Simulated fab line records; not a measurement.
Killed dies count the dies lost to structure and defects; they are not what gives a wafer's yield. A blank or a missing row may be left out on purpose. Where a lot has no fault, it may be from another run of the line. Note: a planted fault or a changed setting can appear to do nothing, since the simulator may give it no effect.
Matching of chambers -- flow nand_harc -- pecvd-02 running NHARC_P_M2_PRE_CLEAN_32: 3 sister chambers
The step time 12 s. 3 wafers are shown with their chamber, then 11 later ones without.

WAFERS, EACH WITH ITS CHAMBER
wafer,chamber,heater_power_w (W)
L090.2,1,514
L090.4,2,674
L092.1,0,628

WAFERS WITH NO CHAMBER GIVEN
wafer,heater_power_w (W)
L092.3,519
L092.4,567
L095.3,579
L095.5,539
L095.6,592
L094.1,643
L094.2,601
L094.6,617
L097.1,565
L097.2,657
L097.4,582

EACH ONE'S CHAMBER
wafer,from the rows above,in truth
L092.3,1,1
L092.4,can't be placed: 1 or 0 or 2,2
L095.3,can't be placed: 0 or 1 or 2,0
L095.5,can't be placed: 1 or 0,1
L095.6,can't be placed: 0 or 1 or 2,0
L094.1,can't be placed: 0 or 2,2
L094.2,can't be placed: 0 or 2 or 1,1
L094.6,can't be placed: 0 or 2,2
L097.1,can't be placed: 1 or 0 or 2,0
L097.2,can't be placed: 2 or 0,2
L097.4,can't be placed: 0 or 1 or 2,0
1 of 11 placed correctly. These rows do not allow placing 10 (true chamber among the candidates in 10). Placed wrongly: 0.
How it was worked out, from the rows above alone: a wafer's distance from a chamber is the root of the sum, over the readings, of the square of ((its reading less the chamber's mean) divided by the reading's scatter). If the next closest chamber is less than 2 further off than the closest, the wafer can't be placed; otherwise it belongs to the closest. The mean given for a chamber averages the wafers shown for that chamber. The scatter: with one shown wafer a chamber, the root of the mean of the squares of how far each hidden wafer lies from its nearest shown one.
